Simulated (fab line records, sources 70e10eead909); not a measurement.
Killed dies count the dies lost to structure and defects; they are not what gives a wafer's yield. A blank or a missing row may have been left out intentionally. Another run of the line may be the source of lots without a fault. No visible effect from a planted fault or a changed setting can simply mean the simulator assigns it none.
fab line records | flow nand-harc | part 1 of 2: steps 1 to 23 of 32
record: lots: 5 wafers: 15 last-day: 24
route steps=1159 shown A_WL_FILL@833 A_CONTACT@840
lots that met no fault: taken from a fault-free run of the same line
start-h: hours from the record's opening day to when the first of the lot's shown wafers began | wait-h: hours since the lot's step before | " as in the row above | L1.1+2: a row that stands for several wafers | - no value, or no start was given | * or withheld: withheld | < > ~ a bound
route shown NAME@n: names a module that has steps shown in the file, with the first one's number in the route | usual: mean/standard deviation taken from wafers without a fault | same: alike in all rows | chamber/n: place in a boat | sites: each site's reading | _std_site: standard deviation across them | _edge_site: outer sites' mean less inner sites' | radius-mm: for every site, how far away it sits from the centre of the wafer | mask NAME#n: copy n | behind: tool/chamber where the wafer was last shaped | hold: why the lot went on hold/how many hours it stayed there/how the hold came to an end | device: names the non-switching transistor (n, p or np) | end of line: at the end of the route, the tests of the same wafers | for a step that has no rows: nothing shown but its recipe | killed: dies lost to structure and defects at the first sort, not the wafer's yield | map: shows each die of a wafer: x if killed, . if not, _ if none is there
set.NAME: the setting the step ran with; set.NAME@STEP: the setting that earlier step ran with | model.NAME: the simulator's own value behind a step, which no gauge read
certain route steps with their lots: each step a table, each wafer a row
services: when a tool's chamber went out of use (start-h, in hours from the record's first day, below 0 if earlier), for how many hours, and the reason
== steps ==
step: NHARC_A_WL_FILL_CVD_20
recipe: target-thk-a: 750 temp-c: 300 pressure-torr: 40 wf6-flow-sccm: 40 h2-flow-sccm: 1600 ar-flow-sccm: 1560 time-s: 5064 material: W
usual: chamber-pressure-Torr: 40.01/0.089 heater-power-w: 451/67 throttle-valve-pct: 7.9/0.33
columns lot.wafer tool chamber start-h wait-h chamber-pressure-Torr heater-power-w throttle-valve-pct
L082.1 cvd-w-02 1 - - 40.27 532 8.1
L082.4 " 0 " " 40.05 489 7.5
L082.5 " 1 " " 40.18 526 8.2
L089.1 cvd-w-02 1 - - 40.03 510 8.1
L089.3 " 0 " " 40.00 506 7.4
L089.6 " 1 " " 39.96 546 8.1
L091.1 cvd-w-01 0 - - 39.89 384 7.9
L091.2 " 1 " " 40.04 399 8.0
L091.5 " 0 " " 39.94 387 7.7
L093.1 cvd-w-01 1 - - 40.07 402 8.2
L093.4 " 1 " " 40.01 404 7.9
L093.6 " 0 " " 39.91 387 7.8
L095.2 cvd-w-01 1 - - 40.05 392 8.1
L095.3 " 1 " " 40.11 402 8.2
L095.5 " 1 " " 40.14 395 8.1
step: NHARC_A_WL_FILL_CMP_12
recipe: t-overpolish-s: 30 target-thk-nm: 75
usual: motor-current-A: 12.3/1.1 overpolish-run-s: 30.000/0.0094 retaining-ring-pressure-frac: 0.999/0.0047 time-to-endpoint-s: 14.8/2.5
columns lot.wafer tool chamber start-h wait-h motor-current-A overpolish-run-s retaining-ring-pressure-frac time-to-endpoint-s
L082.1 cmp-03 2 417.33 4.4 11.9 30.019 0.993 17.0
L082.4 " 3 " " 11.7 30.006 0.994 19.1
L082.5 " 0 " " 11.6 29.997 1.006 11.1
L089.3 cmp-01 2 461.70 2.2 10.7 29.995 0.994 11.9
L089.1 " 3 " " 11.4 29.997 1.003 12.1
L089.6 " 1 " " 11.0 30.007 1.003 12.0
L091.1 cmp-01 3 466.52 4.3 11.1 30.004 0.998 15.4
L091.2 " 0 " " 13.1 30.002 1.003 15.1
L091.5 " 1 " " 11.1 29.977 0.993 18.8
L093.4 cmp-01 0 476.41 2.9 13.0 29.977 0.996 13.9
L093.1 " 2 " " 10.9 30.005 0.997 12.2
L093.6 " 3 " " 11.5 29.995 1.001 12.9
L095.3 cmp-01 0 501.28 3.0 12.8 30.010 0.998 13.0
L095.2 " 1 " " 11.2 29.979 1.006 11.9
L095.5 " 3 " " 11.5 29.999 1.002 11.8
step: NHARC_A_WL_FILL_SRD_31
columns lot.wafer tool chamber start-h wait-h
L082.4+5+1 wet-bench-05 5,6,1 417.60 0.0
L089.6+1+3 wet-bench-02 0,1,2 461.99 0.0
L091.1+2+5 wet-bench-02 7,2,4 466.80 0.0
L093.1+6+4 wet-bench-06 1,5,6 476.71 0.0
L095.2+3+5 wet-bench-02 6,2,3 501.56 0.0
step: NHARC_A_WL_FILL_INSPECT_15
usual: raw-defect-count: 403/140
columns lot.wafer tool chamber start-h wait-h raw-defect-count
L082.1 defect-inspect-02 - 417.74 0.0 662
L082.4 " - " " 600
L082.5 " - " " 370
L089.1 defect-inspect-01 - 462.12 0.0 265
L089.3 " - " " 299
L089.6 " - " " 340
L091.1 defect-inspect-01 - 466.94 0.0 1020
L091.2 " - " " 516
L091.5 " - " " 407
L093.1 defect-inspect-01 - 476.85 0.0 346
L093.4 " - " " 283
L093.6 " - " " 397
L095.2 defect-inspect-02 - 501.72 0.0 353
L095.3 " - " " 366
L095.5 " - " " 398
step: NHARC_A_CONTACT_DEP_24
recipe: target-thk-a: 5000 temp-c: 400 pressure-torr: 6.5 rf-w: 900 teos-flow-sccm: 161.4 flow-sccm: 2650 target-thk-nm: 500 gas: O2 material: SiO2
usual: chamber-pressure-Torr: 6.500/0.014 heater-power-w: 601/120 throttle-valve-pct: 16.1/0.38
columns lot.wafer tool chamber start-h wait-h chamber-pressure-Torr heater-power-w throttle-valve-pct
L082.1 pecvd-03 1 417.81 0.1 6.498 651 16.1
L082.4 " 1 " " 6.503 508 16.1
L082.5 " 0 " " 6.493 518 15.9
L089.1 pecvd-04 1 462.31 0.2 6.497 775 15.7
L089.3 " 2 " " 6.519 660 16.4
L089.6 " 1 " " 6.485 791 15.9
L091.2 pecvd-02 2 467.30 0.4 6.513 757 16.2
L091.1 " 1 " " 6.496 596 15.5
L091.5 " 1 " " 6.496 429 15.5
L093.1 pecvd-04 2 477.10 0.2 6.504 550 16.7
L093.4 " 2 " " 6.507 611 16.7
L093.6 " 0 " " 6.504 397 16.0
L095.3 pecvd-03 2 501.79 0.1 6.494 579 16.5
L095.2 " 1 " " 6.485 595 15.8
L095.5 " 0 " " 6.499 701 16.0
step: NHARC_A_CONTACT_DEP_28
recipe: target-thk-a: 36000 temp-c: 400 material: aC
usual: throttle-valve-pct: 35.001/0.0086
columns lot.wafer tool chamber start-h wait-h throttle-valve-pct
L082.1 acl-dep-03 0 420.06 1.7 35.000
L082.4 " 0 421.15 2.8 35.004
L082.5 " 0 " " 35.011
L089.1 acl-dep-01 0 464.02 1.2 35.016
L089.3 " 0 " " 35.006
L089.6 " 0 465.84 3.0 34.994
L091.1 acl-dep-03 0 470.22 2.4 34.990
L091.2 " 0 " " 35.005
L091.5 " 0 471.70 3.9 35.005
L093.1 acl-dep-03 0 480.21 2.6 35.005
L093.4 " 0 481.33 3.7 35.003
L093.6 " 0 " " 35.001
L095.2 acl-dep-03 0 502.76 0.4 34.997
L095.3 " 0 " " 35.009
L095.5 " 0 " " 35.006
step: NHARC_A_CONTACT_DEP_29
recipe: target-thk-a: 700 target-thk-nm: 70 temp-c: 400 pressure-torr: 3.5 flow-sccm: 200 rf-w: 350 material: SiON
usual: chamber-pressure-Torr: 3.501/0.0078 heater-power-w: 776/100
columns lot.wafer tool chamber start-h wait-h chamber-pressure-Torr heater-power-w
L082.1 pecvd-02 1 422.33 1.9 3.508 773
L082.5 " 0 " " 3.507 709
L082.4 " 1 " " 3.493 630
L089.1 pecvd-02 0 466.23 1.8 3.496 745
L089.3 " 1 " " 3.508 735
L089.6 " 2 " " 3.504 899
L091.1 pecvd-03 1 472.47 1.9 3.507 839
L091.2 " 2 " " 3.521 661
L091.5 " 2 " " 3.506 683
L093.1 pecvd-02 2 482.49 1.9 3.502 938
L093.6 " 2 " " 3.501 928
L093.4 " 0 " " 3.491 701
L095.2 pecvd-02 2 504.64 1.5 3.517 925
L095.3 " 1 " " 3.497 639
L095.5 " 1 " " 3.490 644
step: NHARC_A_CONTACT_DEHYDRATE_32
recipe: temp-c: 150 time-s: 120
usual: plate-temp-C: 149.96/0.12
columns lot.wafer tool chamber start-h wait-h plate-temp-C
L082.1 litho-track-06 0 422.54 0.2 149.90
L082.4 " 0 " " 150.04
L082.5 " 0 " " 150.01
L089.1 litho-track-01 0 466.50 0.2 150.04
L089.3 " 0 " " 149.85
L089.6 " 0 " " 149.94
L091.1 litho-track-01 0 472.74 0.2 149.90
L091.2 " 0 " " 150.10
L091.5 " 0 " " 150.05
L093.1 litho-track-01 0 482.73 0.2 149.92
L093.4 " 0 " " 150.18
L093.6 " 0 " " 150.06
L095.2 litho-track-04 0 504.91 0.2 149.96
L095.3 " 0 " " 150.05
L095.5 " 0 " " 149.97
step: NHARC_A_CONTACT_HMDS_33
recipe: time-s: 30
columns lot.wafer tool chamber start-h wait-h
L082.1+4+5 litho-track-06 0 - -
L089.1+3+6 litho-track-01 0 - -
L091.1+2+5 litho-track-01 0 - -
L093.1+4+6 litho-track-01 0 - -
L095.2+3+5 litho-track-04 0 - -
step: NHARC_A_CONTACT_COAT_34
recipe: temp-c: 260 time-s: 75
usual: plate-temp-C: 259.98/0.18
columns lot.wafer tool chamber start-h wait-h plate-temp-C
L082.1 litho-track-06 0 - - 260.07
L082.4 " 0 " " 260.10
L082.5 " 0 " " 260.06
L089.1 litho-track-01 0 - - 260.11
L089.3 " 0 " " 260.16
L089.6 " 0 " " 260.09
L091.1 litho-track-01 0 - - 260.00
L091.2 " 0 " " 259.97
L091.5 " 0 " " 260.39
L093.1 litho-track-01 0 - - 260.06
L093.4 " 0 " " 260.10
L093.6 " 0 " " 259.99
L095.2 litho-track-04 0 - - 260.07
L095.3 " 0 " " 260.12
L095.5 " 0 " " 260.26
step: NHARC_A_CONTACT_COAT_35
recipe: temp-c: 225 time-s: 65
usual: plate-temp-C: 225.01/0.19
columns lot.wafer tool chamber start-h wait-h plate-temp-C
L082.1 litho-track-06 0 - - 225.11
L082.4 " 0 " " 225.32
L082.5 " 0 " " 225.19
L089.1 litho-track-01 0 - - 224.95
L089.3 " 0 " " 225.23
L089.6 " 0 " " 224.77
L091.1 litho-track-01 0 - - 225.29
L091.2 " 0 " " 225.04
L091.5 " 0 " " 225.10
L093.1 litho-track-01 0 - - 225.12
L093.4 " 0 " " 225.16
L093.6 " 0 " " 224.79
L095.2 litho-track-04 0 - - 224.81
L095.3 " 0 " " 224.80
L095.5 " 0 " " 224.79
step: NHARC_A_CONTACT_COAT_36
recipe: spin-rpm: 1500 resist-thk-nm: 90
columns lot.wafer tool chamber start-h wait-h
L082.1+4+5 litho-track-06 0 - -
L089.1+3+6 litho-track-01 0 - -
L091.1+2+5 litho-track-01 0 - -
L093.1+4+6 litho-track-01 0 - -
L095.2+3+5 litho-track-04 0 - -
step: NHARC_A_CONTACT_SOFTBAKE_37
recipe: temp-c: 105 time-s: 55
usual: plate-temp-C: 105.02/0.11
columns lot.wafer tool chamber start-h wait-h plate-temp-C
L082.1 litho-track-06 0 - - 105.14
L082.4 " 0 " " 105.11
L082.5 " 0 " " 104.94
L089.1 litho-track-01 0 - - 105.04
L089.3 " 0 " " 104.96
L089.6 " 0 " " 104.93
L091.1 litho-track-01 0 - - 104.92
L091.2 " 0 " " 104.99
L091.5 " 0 " " 105.02
L093.1 litho-track-01 0 - - 105.15
L093.4 " 0 " " 105.01
L093.6 " 0 " " 105.22
L095.2 litho-track-04 0 - - 104.95
L095.3 " 0 " " 105.16
L095.5 " 0 " " 105.12
step: NHARC_A_CONTACT_EBR_38
columns lot.wafer tool chamber start-h wait-h
L082.1+4+5 litho-track-06 0 - -
L089.1+3+6 litho-track-01 0 - -
L091.1+2+5 litho-track-01 0 - -
L093.1+4+6 litho-track-01 0 - -
L095.2+3+5 litho-track-04 0 - -
step: NHARC_A_CONTACT_EXPOSE_39
recipe: na: 1.35 sigma-outer: 0.8 dose-mj: 58.79 mask-id: A_CC_3
usual: stage-vel-mm-s: 499.97/0.23
columns lot.wafer tool chamber start-h wait-h mask stage-vel-mm-s
L082.1 arfi-scanner-02 0 422.86 - A_CC_3#0 499.66
L082.4 " 0 " " A_CC_3#0 500.21
L082.5 " 0 " " A_CC_3#0 499.81
L089.1 arfi-scanner-03 0 466.81 - A_CC_3#0 499.67
L089.3 " 0 " " A_CC_3#0 499.98
L089.6 " 0 " " A_CC_3#0 499.85
L091.1 arfi-scanner-01 0 473.04 - A_CC_3#0 500.17
L091.2 " 0 " " A_CC_3#0 500.23
L091.5 " 0 " " A_CC_3#0 499.77
L093.1 arfi-scanner-01 0 482.92 - A_CC_3#0 500.19
L093.4 " 0 " " A_CC_3#0 499.85
L093.6 " 0 " " A_CC_3#0 499.74
L095.2 arfi-scanner-03 0 505.10 - A_CC_3#0 499.61
L095.3 " 0 " " A_CC_3#0 499.95
L095.5 " 0 " " A_CC_3#0 499.53
step: NHARC_A_CONTACT_PEB_40
recipe: peb-temp-c: 100 peb-time-s: 65
usual: plate-temp-C: 99.99/0.12
columns lot.wafer tool chamber start-h wait-h plate-temp-C
L082.1 litho-track-01 0 422.92 0.1 100.05
L082.4 " 0 " " 99.90
L082.5 " 0 " " 100.15
L089.1 litho-track-01 0 466.87 0.1 99.96
L089.3 " 0 " " 100.01
L089.6 " 0 " " 100.09
L091.1 litho-track-04 0 473.10 0.1 100.12
L091.2 " 0 " " 99.92
L091.5 " 0 " " 100.06
L093.1 litho-track-06 0 482.98 0.1 100.09
L093.4 " 0 " " 100.08
L093.6 " 0 " " 100.09
L095.2 litho-track-04 0 505.16 0.1 100.00
L095.3 " 0 " " 99.84
L095.5 " 0 " " 100.03
step: NHARC_A_CONTACT_DEVELOP_41
recipe: develop-time-s: 35 dev-temp-c: 23
same: develop-time-s: 35
columns lot.wafer tool chamber start-h wait-h
L082.1+4+5 litho-track-01 0 - -
L089.1+3+6 litho-track-01 0 - -
L091.1+2+5 litho-track-04 0 - -
L093.1+4+6 litho-track-06 0 - -
L095.2+3+5 litho-track-04 0 - -
step: NHARC_A_CONTACT_CD_MEAS_42
recipe: target-cd-nm: 200 landing-energy-ev: 500
usual: cd-nm: 199.9/0.45
columns lot.wafer tool chamber start-h wait-h cd-nm
L082.1 cd-sem-02 0 423.00 - 200.4
L082.4 " 0 " " 200.5
L082.5 " 0 " " 200.2
L089.1 cd-sem-03 0 466.95 - 199.8
L089.3 " 0 " " 200.1
L089.6 " 0 " " 200.9
L091.1 cd-sem-03 0 473.18 - 199.7
L091.2 " 0 " " 199.6
L091.5 " 0 " " 200.4
L093.1 cd-sem-01 0 483.06 - 200.1
L093.4 " 0 " " 200.1
L093.6 " 0 " " 199.8
L095.2 cd-sem-02 0 505.24 - 199.7
L095.3 " 0 " " 199.7
L095.5 " 0 " " 200.0
step: NHARC_A_CONTACT_OVL_MEAS_43
usual: overlay-x-nm: -0.2/0.65 overlay-y-nm: -0.2/0.94
columns lot.wafer tool chamber start-h wait-h overlay-x-nm overlay-y-nm
L082.1 overlay-01 - 423.09 - 0.0 -0.5
L082.4 " - " " -0.7 -0.6
L082.5 " - " " -0.3 -0.6
L089.1 overlay-02 - 467.04 - -1.1 -1.1
L089.3 " - " " -1.6 -0.1
L089.6 " - " " -1.5 -1.3
L091.1 overlay-01 - 473.27 - -0.6 0.6
L091.2 " - " " -0.4 1.3
L091.5 " - " " -0.4 0.4
L093.1 overlay-01 - 483.14 - -0.5 1.4
L093.4 " - " " -1.0 1.2
L093.6 " - " " -0.9 1.8
L095.2 overlay-02 - 505.33 - 0.6 0.4
L095.3 " - " " 1.0 0.5
L095.5 " - " " 1.1 0.6
step: NHARC_A_CONTACT_INSPECT_44
usual: raw-defect-count: 29/15
columns lot.wafer tool chamber start-h wait-h raw-defect-count
L082.1 defect-inspect-02 - 423.13 0.0 32
L082.4 " - " " 46
L082.5 " - " " 61
L089.1 defect-inspect-02 - 467.08 0.0 28
L089.3 " - " " 21
L089.6 " - " " 24
L091.1 defect-inspect-01 - 473.31 0.0 9
L091.2 " - " " 11
L091.5 " - " " 8
L093.1 defect-inspect-01 - 483.18 0.0 66
L093.4 " - " " 47
L093.6 " - " " 50
L095.2 defect-inspect-01 - 505.36 0.0 64
L095.3 " - " " 68
L095.5 " - " " 63
step: NHARC_A_CONTACT_DESCUM_47
recipe: time-s: 3 o2-flow-sccm: 200 ar-flow-sccm: 0 bias-power-w: 0 chemistry: O2
usual: drypump-motor-current-A: 5.7/0.48 oes-product-au: 0.999/0.011 rf-vpp-V: 57.9/0.91 showerhead-plenum-p-Torr: 1.94/0.085 throttle-valve-pct: 11.311/0.0086
columns lot.wafer tool chamber start-h wait-h drypump-motor-current-A oes-product-au rf-hours-counter-h rf-vpp-V showerhead-plenum-p-Torr throttle-valve-pct
L082.1 rie-diel-07 1 423.21 0.1 5.4 0.988 1 59.9 2.02 11.313
L082.4 " 2 " " 5.5 1.010 2 57.0 1.84 11.307
L082.5 " 0 " " 5.7 1.001 - 57.7 1.80 11.300
L089.1 rie-diel-07 2 467.15 0.1 5.5 1.008 9 57.3 1.84 11.294
L089.3 " 3 " " 6.7 1.005 10 58.3 2.00 11.313
L089.6 " 2 " " 5.5 1.025 - 57.1 1.84 11.303
L091.1 rie-diel-07 3 473.37 0.1 6.8 1.002 12 59.4 2.00 11.318
L091.2 " 0 " " 5.7 1.009 11 58.4 1.80 11.302
L091.5 " 0 " " 5.7 1.016 - 58.4 1.80 11.291
L093.1 rie-diel-01 3 483.32 0.1 5.0 1.001 60 56.6 1.94 11.297
L093.4 " 1 " " 5.6 1.018 63 58.2 1.90 11.299
L093.6 " 2 " " 5.5 0.985 - 56.6 1.87 11.317
L095.3 rie-diel-08 3 505.43 0.1 6.0 1.007 9 57.6 1.95 11.315
L095.2 " 1 " " 5.2 1.012 9 58.4 1.84 11.312
L095.5 " 3 " " 6.0 1.003 - 57.2 1.95 11.304
step: NHARC_A_CONTACT_ETCH_48
recipe: target-depth-a: 390 over-etch-frac: 0.3 time-s: 65 ion-energy-ev: 80 cf4-flow-sccm: 150 ar-flow-sccm: 0 rf-w: 300 bias-w: 100 chemistry: CF4
usual: drypump-motor-current-A: 5.7/0.47 oes-product-au: 1.001/0.011 rf-vpp-V: 151.4/1.3 showerhead-plenum-p-Torr: 1.78/0.073 throttle-valve-pct: 13.283/0.0092
columns lot.wafer tool chamber start-h wait-h drypump-motor-current-A oes-product-au rf-hours-counter-h rf-vpp-V showerhead-plenum-p-Torr throttle-valve-pct
L082.1 rie-diel-07 0 423.45 0.2 5.7 1.002 1 148.9 1.67 13.280
L082.4 " 1 " " 5.3 0.992 1 153.6 1.86 13.270
L082.5 " 0 " " 5.7 0.999 - 149.2 1.67 13.291
L089.3 rie-diel-07 2 467.22 0.1 5.5 1.015 9 150.0 1.71 13.284
L089.1 " 3 " " 6.8 1.006 10 151.8 1.84 13.272
L089.6 " 2 " " 5.5 1.005 - 151.2 1.71 13.275
L091.1 rie-diel-07 0 473.46 0.1 5.7 1.008 11 149.5 1.67 13.288
L091.2 " 1 " " 5.4 0.986 9 152.4 1.86 13.272
L091.5 " 3 " " 6.7 1.005 - 152.6 1.84 13.275
L093.1 rie-diel-01 1 483.39 0.1 5.6 0.999 63 150.1 1.75 13.279
L093.4 " 0 " " 6.0 1.003 60 152.7 1.87 13.293
L093.6 " 2 " " 5.5 0.982 - 150.4 1.73 13.290
L095.3 rie-diel-08 1 505.51 0.1 5.2 1.011 9 149.8 1.71 13.272
L095.2 " 2 " " 5.6 1.012 10 153.0 1.89 13.268
L095.5 " 2 " " 5.6 1.008 - 153.0 1.89 13.278
step: NHARC_A_CONTACT_ETCH_49
recipe: target-depth-a: 2600 over-etch-frac: 0.3 time-s: 475.3 ion-energy-ev: 200 n2-flow-sccm: 150 h2-flow-sccm: 150 ar-flow-sccm: 0 rf-w: 400 bias-w: 150 chemistry: N2/H2
usual: drypump-motor-current-A: 5.7/0.47 oes-product-au: 1.000/0.011 rf-vpp-V: 431.1/2.6 showerhead-plenum-p-Torr: 2.06/0.092 throttle-valve-pct: 14.172/0.0087
columns lot.wafer tool chamber start-h wait-h drypump-motor-current-A oes-product-au rf-hours-counter-h rf-vpp-V showerhead-plenum-p-Torr throttle-valve-pct
L082.4 rie-diel-07 0 - - 5.7 1.011 1 427.2 1.92 14.166
L082.1 " 1 " " 5.4 0.999 2 433.3 2.16 14.167
L082.5 " 3 " " 6.8 1.007 - 433.7 2.14 14.152
L089.1 rie-diel-07 0 - - 5.7 1.016 9 426.9 1.91 14.181
L089.3 " 1 " " 5.4 1.002 8 433.0 2.16 14.178
L089.6 " 3 " " 6.8 1.006 - 433.9 2.13 14.174
L091.1 rie-diel-07 3 - - 6.8 0.995 12 433.2 2.13 14.162
L091.2 " 0 " " 5.7 1.019 11 426.8 1.91 14.169
L091.5 " 3 " " 6.8 1.011 - 433.9 2.13 14.180
L093.1 rie-diel-01 3 - - 5.0 0.985 60 430.4 2.07 14.187
L093.4 " 2 " " 5.6 0.988 60 426.8 1.99 14.167
L093.6 " 0 " " 6.0 0.991 - 433.7 2.18 14.163
L095.3 rie-diel-08 2 - - 5.6 0.995 10 433.9 2.19 14.177
L095.2 " 3 " " 6.0 1.006 9 432.6 2.08 14.161
L095.5 " 2 " " 5.6 1.002 - 434.1 2.19 14.182
